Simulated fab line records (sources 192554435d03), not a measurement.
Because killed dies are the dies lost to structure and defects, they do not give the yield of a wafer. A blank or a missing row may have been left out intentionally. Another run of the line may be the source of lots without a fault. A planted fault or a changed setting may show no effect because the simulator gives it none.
Split-lot trial + flow n5 finfet + 39 wafers read from 7 lots, route of 1938 steps

== THE SPLIT ITSELF ==
At N5_FIN_SAQP_ALD_61 (deposits SiO2, target thk 4 nm, pulse time 1 s, purge time 2 s), the setting ald cycles was moved away from the recipe's 43 on 18 of the 39 wafers read, by -16.3% to +16.3%. This setting was run at the recipe's value on the other wafers.

The reading comes from the split's own step.

== THE READING ==
SiO2_of_FIN_SAQP_ALD_61.thk nm (the simulator's own value, which no gauge read), in nm, at N5_FIN_SAQP_ALD_61 (deposits SiO2, target thk 4 nm, pulse time 1 s, purge time 2 s). The file does not state a usual value for it. Here, 21 wafers ran the recipe; their average is 3.996 nm with a standard deviation of 0.013 nm.

| wafer  | tool, chamber at the split | ald cycles as run | against the recipe | SiO2_of_FIN_SAQP_ALD_61.thk nm, nm | against lot-mates on the recipe |
|--------|----------------------------|-------------------|--------------------|------------------------------------|---------------------------------|
| L074.2 | ald sin-02, 2              | 43                | recipe             | 3.999                              | -                               |
| L074.3 | ald sin-02, 3              | 43                | recipe             | 4.018                              | -                               |
| L074.6 | ald sin-02, 0              | 43                | recipe             | 4.009                              | -                               |
| L082.1 | ald sin-03, 0              | 43                | recipe             | 4.006                              | -                               |
| L082.2 | ald sin-03, 2              | 50                | +16.3%             | 4.657                              | +0.660                          |
| L082.3 | ald sin-03, 3              | 50                | +16.3%             | 4.645                              | +0.648                          |
| L082.4 | ald sin-03, 1              | 43                | recipe             | 3.988                              | -                               |
| L082.5 | ald sin-03, 1              | 50                | +16.3%             | 4.656                              | +0.659                          |
| L082.6 | ald sin-03, 0              | 43                | recipe             | 3.996                              | -                               |
| L088.1 | ald sin-01, 1              | 43                | recipe             | 4.006                              | -                               |
| L088.2 | ald sin-01, 2              | 36                | -16.3%             | 3.36                               | -0.637                          |
| L088.3 | ald sin-01, 3              | 43                | recipe             | 3.981                              | -                               |
| L088.4 | ald sin-01, 0              | 36                | -16.3%             | 3.355                              | -0.642                          |
| L088.5 | ald sin-01, 2              | 36                | -16.3%             | 3.338                              | -0.659                          |
| L088.6 | ald sin-01, 1              | 43                | recipe             | 4.004                              | -                               |
| L090.1 | ald sin-03, 0              | 43                | recipe             | 3.995                              | -                               |
| L090.2 | ald sin-03, 2              | 48                | +11.6%             | 4.452                              | +0.468                          |
| L090.3 | ald sin-03, 1              | 48                | +11.6%             | 4.445                              | +0.461                          |
| L090.4 | ald sin-03, 3              | 43                | recipe             | 3.998                              | -                               |
| L090.5 | ald sin-03, 1              | 43                | recipe             | 3.96                               | -                               |
| L090.6 | ald sin-03, 2              | 48                | +11.6%             | 4.459                              | +0.475                          |
| L092.1 | ald sin-03, 1              | 36                | -16.3%             | 3.32                               | -0.665                          |
| L092.2 | ald sin-03, 2              | 36                | -16.3%             | 3.343                              | -0.642                          |
| L092.3 | ald sin-03, 0              | 43                | recipe             | 3.988                              | -                               |
| L092.4 | ald sin-03, 3              | 43                | recipe             | 3.976                              | -                               |
| L092.5 | ald sin-03, 3              | 43                | recipe             | 3.99                               | -                               |
| L092.6 | ald sin-03, 2              | 36                | -16.3%             | 3.345                              | -0.640                          |
| L093.1 | ald sin-01, 3              | 43                | recipe             | 3.994                              | -                               |
| L093.2 | ald sin-01, 1              | 43                | recipe             | 4.007                              | -                               |
| L093.3 | ald sin-01, 2              | 38                | -11.6%             | 3.513                              | -0.487                          |
| L093.4 | ald sin-01, 0              | 43                | recipe             | 3.999                              | -                               |
| L093.5 | ald sin-01, 2              | 38                | -11.6%             | 3.529                              | -0.471                          |
| L093.6 | ald sin-01, 1              | 38                | -11.6%             | 3.534                              | -0.466                          |
| L096.1 | ald sin-03, 2              | 50                | +16.3%             | 4.639                              | +0.636                          |
| L096.2 | ald sin-03, 3              | 43                | recipe             | 4.003                              | -                               |
| L096.3 | ald sin-03, 0              | 50                | +16.3%             | 4.661                              | +0.658                          |
| L096.4 | ald sin-03, 1              | 43                | recipe             | 4.004                              | -                               |
| L096.5 | ald sin-03, 1              | 50                | +16.3%             | 4.642                              | +0.639                          |
| L096.6 | ald sin-03, 0              | 43                | recipe             | 4.002                              | -                               |

THE FIT
A straight line over all 39 wafers: SiO2_of_FIN_SAQP_ALD_61.thk nm changes by +0.0401 nm for each +1% of ald cycles; r = +1.00; the points scatter about the line by 0.012 nm.
The same after taking each lot's own level away (the mean of its wafers on the recipe; 39 wafers): +0.04 nm for each +1%; r = +1.00; scatter 0.01 nm.
According to that fit, moving ald cycles by its largest amount changes the reading by 0.65 nm.
Measured against the standard deviation above, the lots' own levels, which go from 3.9843 to 4.0087 nm, span 1.9 times it.
Consequently the slope shifts little with the lot-to-lot level, the two slopes agreeing.
Check: with one of the wafers moved furthest among these (+16.3%) left out of the fit, the line predicts +0.65 nm for it against its lot-mates. Against them it came out at +0.66 nm.

== FILE'S OWN FIT ==
SiO2_of_FIN_SAQP_ALD_61.thk nm changes by +0.04 nm for each +1% of ald cycles, r = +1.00.
